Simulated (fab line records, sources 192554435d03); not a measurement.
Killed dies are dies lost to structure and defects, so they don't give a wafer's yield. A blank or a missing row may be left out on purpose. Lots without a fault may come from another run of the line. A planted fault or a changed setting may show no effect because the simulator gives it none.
Split-lot experiment | flow n5_finfet | 7 lots, 21 wafers read, on a route of 1938 steps

THE SPLIT
At N5_BEOL_M5_COAT_22 (resist thk 30 nm), the setting spin_rpm was moved away from the recipe's 1500 rpm on 10 of the 21 wafers read, by -6.5% to +11.1%. The other wafers ran this setting at the recipe's value.

FROM THE SPLIT TO THE READING: what the file shows between them, 4 steps
- N5_BEOL_M5_EBR_24
- N5_BEOL_M5_SOFTBAKE_23: time 60 s
- N5_BEOL_M5_EXPOSE_25: exposes mask V4, defocus 10 nm
- N5_BEOL_M5_PEB_26: peb time 60 s

THE READING
CAR-EUV_of_BEOL_M5_COAT_22.thk_nm (the simulator's own value, which no gauge read), in nm, at N5_BEOL_M5_DEVELOP_27 (develop time 30 s). The file gives no usual value for it. The 11 wafers here that ran the recipe average 29.5 nm, standard deviation 0.096 nm.

wafer  | tool, chamber at the split | spin_rpm as run, rpm | against the recipe | CAR-EUV_of_BEOL_M5_COAT_22.thk_nm, nm | against lot-mates on the recipe
L074.1 | litho_track-04, 0          | 1588                 | +5.9%              | 28.6                                  | no lot-mate on the recipe
L074.4 | litho_track-04, 0          | 1588                 | +5.9%              | 28.6                                  | no lot-mate on the recipe
L074.2 | litho_track-04, 0          | 1588                 | +5.9%              | 28.8                                  | no lot-mate on the recipe
L081.3 | litho_track-03, 0          | 1577                 | +5.1%              | 28.6                                  | -0.8
L081.4 | litho_track-03, 0          | 1500                 | recipe             | 29.4                                  | -
L081.6 | litho_track-03, 0          | 1577                 | +5.1%              | 28.8                                  | -0.6
L083.1 | litho_track-04, 0          | 1667                 | +11.1%             | 28                                    | -1.6
L083.6 | litho_track-04, 0          | 1667                 | +11.1%             | 28                                    | -1.6
L083.5 | litho_track-04, 0          | 1500                 | recipe             | 29.6                                  | -
L092.1 | litho_track-03, 0          | 1500                 | recipe             | 29.4                                  | -
L092.4 | litho_track-03, 0          | 1500                 | recipe             | 29.4                                  | -
L092.3 | litho_track-03, 0          | 1403                 | -6.5%              | 30.6                                  | +1.2
L091.3 | litho_track-04, 0          | 1622                 | +8.1%              | 28.4                                  | -1.0
L091.5 | litho_track-04, 0          | 1622                 | +8.1%              | 28.4                                  | -1.0
L091.4 | litho_track-04, 0          | 1500                 | recipe             | 29.4                                  | -
L095.1 | litho_track-02, 0          | 1500                 | recipe             | 29.6                                  | -
L095.3 | litho_track-02, 0          | 1500                 | recipe             | 29.6                                  | -
L095.5 | litho_track-02, 0          | 1500                 | recipe             | 29.6                                  | -
L097.1 | litho_track-02, 0          | 1500                 | recipe             | 29.6                                  | -
L097.2 | litho_track-02, 0          | 1500                 | recipe             | 29.6                                  | -
L097.3 | litho_track-02, 0          | 1500                 | recipe             | 29.6                                  | -

THE FIT
A straight line over all 21 wafers: CAR-EUV_of_BEOL_M5_COAT_22.thk_nm changes by -0.144 nm for each +1% of spin_rpm; r = -0.99; the points scatter about the line by 0.1 nm.
The same after taking each lot's own level away (the mean of its wafers on the recipe; 18 wafers): -0.144 nm for each +1%; r = -0.99; scatter 0.089 nm.
On that fit, the largest move of spin_rpm shifts the reading by 1.6 nm.
The lots' own levels span 29.40 to 29.60 nm, that is 2.1 times the standard deviation above.
So the lot-to-lot level changes the slope little: the two slopes agree.
Check: with one of the wafers moved furthest among these (+11.1%) left out of the fit, the line predicts -1.56 nm for it against its lot-mates. It came out at -1.6 nm against them.

OTHER SPLITS ON THESE WAFERS
These wafers also went through other splits before the reading. Each is held against what the fit with the lots' levels taken away leaves over:
other split on the same wafers  | wafers away from the commonest value | r with CAR-EUV_of_BEOL_M5_COAT_22.thk_nm (lot level and that fit taken away)
N5_BEOL_M4_COAT_67 spin_rpm     | 8                                    | -0.34
N5_BEOL_M4_EXPOSE_25 dose_mj    | 7                                    | -0.14
N5_BEOL_M4_ETCH_70 h2_flow_sccm | 6                                    | -0.01
N5_BEOL_M5_ETCH_72 bias_w       | 9                                    | +0.24

THE WHOLE CHAIN: every reading that the file lists as answering this split, in the file's order
step                  | what it does      | reading                                                                            | change (the file's fit)               | r (the file's)
N5_BEOL_M5_COAT_22    | resist thk 30 nm  | CAR-EUV_of_BEOL_M5_COAT_22.thk_nm (the simulator's own value, which no gauge read) | -0.151 nm for each +1% of the setting | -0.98
N5_BEOL_M5_DEVELOP_27 | develop time 30 s | CAR-EUV_of_BEOL_M5_COAT_22.thk_nm (the simulator's own value, which no gauge read) | -0.144 nm for each +1% of the setting | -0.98

THE FILE'S OWN FIT
CAR-EUV_of_BEOL_M5_COAT_22.thk_nm changes by -0.144 nm for each +1% of spin_rpm, r = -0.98.
